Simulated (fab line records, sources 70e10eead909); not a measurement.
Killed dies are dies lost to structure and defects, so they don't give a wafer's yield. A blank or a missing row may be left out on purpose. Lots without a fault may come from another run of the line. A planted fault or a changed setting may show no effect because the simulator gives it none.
Problem report in the 8D (eight disciplines) form, filled by code | flow nand_harc | the parts of the form that need people (team, actions taken, sign-off) are left out

1. THE PROBLEM
overpolish_run_s at NHARC_P_STI_CMP_21 reads a mean of 65.367 s on 1 wafer of 1 lot; wafers without a fault read 20.000 s with a standard deviation of 0.0094. That is +99 or more standard deviations from the usual mean.
The step: polishes, t overpolish 20 s, target thk 380.67 nm.
First seen on wafer L382.4, day 7 18:49, on cmp-04. The record holds 36 wafers of 12 lots with a number at this step. Rule for "out", or "out of limits": more than 4 standard deviations from the usual mean. The other wafers with a number count as sound.

2. WHAT IT IS AND WHAT IT IS NOT
question                    | is               | is not
which readings at this step | overpolish_run_s | motor_current_A, pad_life_wafers
which lots                  | L382             | L373, L375, L376, L386, L387, L389, L391, L392, L393, L394, L395
which wafers of those lots  | L382.4           | L382.1, L382.3
read on which tools         | cmp-04           | cmp-01, cmp-03
when                        | from day 7 18:49 | up to then (11 sound wafers); but 24 sound wafers of L386, L387, L389, L391, L392, L393, L394, L395 came after

3. SUSPECTS, AND WHAT RULES EACH OUT
Counting: a tool at a process step up to the reading stays a suspect if it ran every lot that is out. Sound lots after the first of them don't rule it out here, since some wafers of a struck lot are sound.
- rie_diel-06 at NHARC_P_ZERO_WELL_DESCUM_13 (chemistry O2, time 3 s): kept. It ran the lot that is out, L382 (day 6 01:23).
- cmp-04 at NHARC_P_STI_CMP_21 (polishes, t overpolish 20 s, target thk 380.67 nm): kept. It ran the lot that is out, L382 (day 7 18:49); its last sound lot up to then is L376 (day 5 07:34). Its own readings are out on those wafers: overpolish_run_s.
- Within rie_diel-06 at NHARC_P_ZERO_WELL_DESCUM_13: the wafers that are out ran in chamber 3; their sound lot-mates ran in chambers 1, 2.
- Within cmp-04 at NHARC_P_STI_CMP_21: the wafers that are out ran in chamber 1; their sound lot-mates ran in chambers 0, 3.
Left after counting: rie_diel-06 at NHARC_P_ZERO_WELL_DESCUM_13, cmp-04 at NHARC_P_STI_CMP_21.

4. THE CAUSE (what the simulator had put in)
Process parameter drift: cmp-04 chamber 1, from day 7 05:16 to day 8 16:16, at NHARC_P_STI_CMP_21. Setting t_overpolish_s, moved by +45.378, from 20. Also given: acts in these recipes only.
Counting left 2 suspects, and this tool is among them.

5. THE CHAIN OF EFFECTS, in route order
Each row: a reading whose mean over the struck wafers that have a number lies more than 3 standard deviations from the usual. Only readings for which the record gives a usual standard deviation are gone through. hours: the time from each lot's start at the first step in this table that gives one to its start at this step, as a median over the lots. sigmas: the change in usual standard deviations.
hours | step               | reading          | usual    | on struck wafers | change  | sigmas
0     | NHARC_P_STI_CMP_21 | overpolish_run_s | 20.000 s | 65.367           | +45.367 | +99 or more
The process steps in it:
- NHARC_P_STI_CMP_21: polishes, t overpolish 20 s, target thk 380.67 nm.
Later measuring or inspecting steps at which every struck wafer that the step has a row for has a number for every such reading, and none has moved that far: NHARC_P_GATE_OVL_MEAS_27.

6. WHAT WOULD HAVE CAUGHT IT SOONER
In this record the first reading out of limits was taken at day 7 18:49, 14 hours after the fault began at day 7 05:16.
